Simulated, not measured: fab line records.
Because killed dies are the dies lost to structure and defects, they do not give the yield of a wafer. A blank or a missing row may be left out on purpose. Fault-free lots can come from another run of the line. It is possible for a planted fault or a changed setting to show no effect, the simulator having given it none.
Chamber matching    flow nand harc    rie diel-07 running NHARC_P_M1_ETCH_35: 4 sister chambers
The step etches the open film in N2/H2, target depth 40 nm, overetch 12 nm, time 43.94 s. 18 wafers are shown with their chamber, then 9 later ones without.

== WAFERS WITH THEIR CHAMBER ==
wafer   chamber  rf vpp V (V)  throttle valve pct (%)  oes product au (a.u.)
L812.2  1        431.4         14.170                  0.999
L812.4  3        431.5         14.169                  1.003
L812.5  1        431.0         14.160                  1.000
L816.2  0        433.7         14.176                  1.000
L816.3  3        431.7         14.167                  1.004
L816.5  1        429.2         14.166                  1.002
L819.4  1        430.9         14.174                  0.996
L819.5  0        432.4         14.163                  0.989
L819.6  3        429.9         14.171                  0.993
L821.2  2        435.0         14.182                  0.999
L821.5  3        430.4         14.168                  1.007
L821.6  0        433.9         14.159                  0.998
L822.2  0        433.7         14.165                  0.995
L822.5  1        430.1         14.150                  0.995
L822.6  0        432.4         14.165                  1.001
L824.1  1        428.2         14.164                  0.987
L824.2  3        431.1         14.170                  0.991
L824.5  1        429.1         14.160                  0.995

SIGNATURES, as means of the wafers listed above
reading             chamber 0  chamber 1  chamber 2  chamber 3  scatter within a chamber
rf vpp V            433.220    429.986    435.000    430.920    0.965
throttle valve pct  14.16560   14.16343   14.18200   14.16900   0.00618
oes product au      0.99660    0.99629    0.99900    0.99960    0.00561
Rule: distance of a wafer from a chamber = root of the sum over the readings of ((wafer's reading minus chamber's mean) / reading's scatter) squared. If the next closest chamber is less than 2 further off than the closest, the wafer can't be placed; otherwise it belongs to the closest. The scatter is the square root of a quotient: the sum, over the shown wafers, of each reading's squared deviation from its chamber's mean, divided by wafers minus chambers.

== WAFERS WHOSE CHAMBER IS MISSING ==
wafer   rf vpp V (V)  throttle valve pct (%)  oes product au (a.u.)
L829.1  432.4         14.187                  0.999
L829.2  430.3         14.174                  1.003
L829.6  433.5         14.178                  0.994
L831.2  431.0         14.165                  1.007
L831.3  429.4         14.175                  1.008
L831.4  432.6         14.165                  1.000
L832.1  434.4         14.178                  0.990
L832.3  434.8         14.166                  0.992
L832.6  431.1         14.160                  0.991

== WHICH CHAMBER EACH ONE RAN IN ==
wafer   from the rows above                in truth
L829.1  can't be placed: 2 or 3 or 0 or 1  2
L829.2  can't be placed: 3 or 1            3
L829.6  can't be placed: 2 or 0 or 3       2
L831.2  can't be placed: 3 or 1 or 0       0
L831.3  can't be placed: 3 or 1            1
L831.4  can't be placed: 0 or 3 or 1       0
L832.1  can't be placed: 2 or 0            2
L832.3  can't be placed: 0 or 2            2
L832.6  can't be placed: 1 or 3 or 0       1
Placed correctly: 0 of 9. Can't be placed from these rows: 9 (the true chamber is among the candidates in 9). Placed wrongly: 0.
